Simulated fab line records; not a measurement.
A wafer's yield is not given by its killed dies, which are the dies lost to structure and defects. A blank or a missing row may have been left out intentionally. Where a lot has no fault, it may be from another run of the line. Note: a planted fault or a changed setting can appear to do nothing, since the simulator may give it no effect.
Split-lot trial :: flow n5 finfet :: 21 wafers read across 7 lots, on a route 1938 steps long

## THE SPLIT ITSELF
At N5_BEOL_M13_COAT_04 (resist thk 400 nm), the setting spin rpm was moved away from the recipe's 1625 rpm on 9 of the 21 wafers read, by -11.1% to +9.1%. The other wafers ran this setting at the recipe's value.

## FROM THE SPLIT TO THE READING: what the file shows between them, 3 steps
- N5_BEOL_M13_EBR_06
- N5_BEOL_M13_SOFTBAKE_05: time 60 s
- N5_BEOL_M13_DESCUM_15: chemistry O2, time 7.9 s

## THE READING
coat_of_BEOL_M13_COAT_04.thk nm (the simulator's own value, which no gauge read), in nm, at N5_BEOL_M13_ETCH_59 (etches BARC in N2/H2, target depth 89 nm, overetch 26.7 nm, time 67.9 s). There is no usual value for it anywhere in the file. The 12 wafers here that ran the recipe average 318.4 nm, standard deviation 1.1 nm.

wafer: L077.2
tool, chamber at the split: litho track-04, 0
spin rpm as run, rpm: 1625
against the recipe: recipe
coat_of_BEOL_M13_COAT_04.thk nm, nm: 320.8
against lot-mates on the recipe: -

wafer: L077.4
tool, chamber at the split: litho track-04, 0
spin rpm as run, rpm: 1625
against the recipe: recipe
coat_of_BEOL_M13_COAT_04.thk nm, nm: 319
against lot-mates on the recipe: -

wafer: L077.6
tool, chamber at the split: litho track-04, 0
spin rpm as run, rpm: 1625
against the recipe: recipe
coat_of_BEOL_M13_COAT_04.thk nm, nm: 320.2
against lot-mates on the recipe: -

wafer: L081.1
tool, chamber at the split: litho track-05, 0
spin rpm as run, rpm: 1450
against the recipe: -10.8%
coat_of_BEOL_M13_COAT_04.thk nm, nm: 337.4
against lot-mates on the recipe: +19.8

wafer: L081.2
tool, chamber at the split: litho track-05, 0
spin rpm as run, rpm: 1450
against the recipe: -10.8%
coat_of_BEOL_M13_COAT_04.thk nm, nm: 343.8
against lot-mates on the recipe: +26.2

wafer: L081.3
tool, chamber at the split: litho track-05, 0
spin rpm as run, rpm: 1625
against the recipe: recipe
coat_of_BEOL_M13_COAT_04.thk nm, nm: 317.6
against lot-mates on the recipe: -

wafer: L087.1
tool, chamber at the split: litho track-05, 0
spin rpm as run, rpm: 1773
against the recipe: +9.1%
coat_of_BEOL_M13_COAT_04.thk nm, nm: 304.4
against lot-mates on the recipe: -13.4

wafer: L087.3
tool, chamber at the split: litho track-05, 0
spin rpm as run, rpm: 1625
against the recipe: recipe
coat_of_BEOL_M13_COAT_04.thk nm, nm: 317.8
against lot-mates on the recipe: -

wafer: L087.6
tool, chamber at the split: litho track-05, 0
spin rpm as run, rpm: 1773
against the recipe: +9.1%
coat_of_BEOL_M13_COAT_04.thk nm, nm: 303.4
against lot-mates on the recipe: -14.4

wafer: L088.3
tool, chamber at the split: litho track-04, 0
spin rpm as run, rpm: 1444
against the recipe: -11.1%
coat_of_BEOL_M13_COAT_04.thk nm, nm: 340
against lot-mates on the recipe: +22.4

wafer: L088.4
tool, chamber at the split: litho track-04, 0
spin rpm as run, rpm: 1444
against the recipe: -11.1%
coat_of_BEOL_M13_COAT_04.thk nm, nm: 342.2
against lot-mates on the recipe: +24.6

wafer: L088.5
tool, chamber at the split: litho track-04, 0
spin rpm as run, rpm: 1625
against the recipe: recipe
coat_of_BEOL_M13_COAT_04.thk nm, nm: 317.6
against lot-mates on the recipe: -

wafer: L089.2
tool, chamber at the split: litho track-04, 0
spin rpm as run, rpm: 1625
against the recipe: recipe
coat_of_BEOL_M13_COAT_04.thk nm, nm: 318
against lot-mates on the recipe: -

wafer: L089.3
tool, chamber at the split: litho track-04, 0
spin rpm as run, rpm: 1625
against the recipe: recipe
coat_of_BEOL_M13_COAT_04.thk nm, nm: 317.2
against lot-mates on the recipe: -

wafer: L089.4
tool, chamber at the split: litho track-04, 0
spin rpm as run, rpm: 1510
against the recipe: -7.1%
coat_of_BEOL_M13_COAT_04.thk nm, nm: 332
against lot-mates on the recipe: +14.4

wafer: L094.2
tool, chamber at the split: litho track-02, 0
spin rpm as run, rpm: 1625
against the recipe: recipe
coat_of_BEOL_M13_COAT_04.thk nm, nm: 319.6
against lot-mates on the recipe: -

wafer: L094.5
tool, chamber at the split: litho track-02, 0
spin rpm as run, rpm: 1625
against the recipe: recipe
coat_of_BEOL_M13_COAT_04.thk nm, nm: 318
against lot-mates on the recipe: -

wafer: L094.6
tool, chamber at the split: litho track-02, 0
spin rpm as run, rpm: 1550
against the recipe: -4.6%
coat_of_BEOL_M13_COAT_04.thk nm, nm: 329.4
against lot-mates on the recipe: +10.6

wafer: L097.1
tool, chamber at the split: litho track-05, 0
spin rpm as run, rpm: 1625
against the recipe: recipe
coat_of_BEOL_M13_COAT_04.thk nm, nm: 318.2
against lot-mates on the recipe: -

wafer: L097.2
tool, chamber at the split: litho track-05, 0
spin rpm as run, rpm: 1524
against the recipe: -6.2%
coat_of_BEOL_M13_COAT_04.thk nm, nm: 332.4
against lot-mates on the recipe: +14.6

wafer: L097.3
tool, chamber at the split: litho track-05, 0
spin rpm as run, rpm: 1625
against the recipe: recipe
coat_of_BEOL_M13_COAT_04.thk nm, nm: 317.4
against lot-mates on the recipe: -

THE FIT
A straight line over all 21 wafers: coat_of_BEOL_M13_COAT_04.thk nm changes by -1.91 nm for each +1% of spin rpm; r = -0.99; the points scatter about the line by 1.8 nm.
The same after taking each lot's own level away (the mean of its wafers on the recipe; 21 wafers): -1.95 nm for each +1%; r = -0.99; scatter 1.8 nm.
The reading moves by 22 nm for the largest change in spin rpm, on that fit.
Across the lots, their own levels run from 317.60 to 320.00 nm, a range of 2.1 times the standard deviation given above.
Hence the lot-to-lot level has little effect on the slope; both slopes agree.
Check: +22.7 nm against its lot-mates is what the line predicts for one of the wafers moved furthest among these (-11.1%) when that wafer is left out of the fit. Against them it came out at +22.4 nm.

## OTHER SPLITS ON THESE WAFERS
Other splits were also applied to these wafers ahead of the reading. Each is held against what the fit with the lots' levels taken away leaves over:
other split on the same wafers: N5_BEOL_M12_SPUTTER_44 time s
wafers away from the commonest value: 6
r with coat_of_BEOL_M13_COAT_04.thk nm (lot level and that fit taken away): +0.08

## THE WHOLE CHAIN: every reading that the file lists as answering this split, in the file's order
step: N5_BEOL_M13_COAT_04
what it does: resist thk 400 nm
reading: coat_of_BEOL_M13_COAT_04.thk nm (the simulator's own value, which no gauge read)
change (the file's fit): -2.12 nm for each +1% of the setting
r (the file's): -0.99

step: N5_BEOL_M13_ETCH_59
what it does: etches BARC in N2/H2, target depth 89 nm, overetch 26.7 nm, time 67.9 s
reading: coat_of_BEOL_M13_COAT_04.thk nm (the simulator's own value, which no gauge read)
change (the file's fit): -2.03 nm for each +1% of the setting
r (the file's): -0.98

step: N5_BEOL_M13_STRIP_63
what it does: strips in N2/H2
reading: strip time to endpoint s
change (the file's fit): withheld for each +1% of the setting
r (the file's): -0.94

## THE FILE'S OWN FIT
coat_of_BEOL_M13_COAT_04.thk nm changes by -2.03 nm for each +1% of spin rpm, r = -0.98.
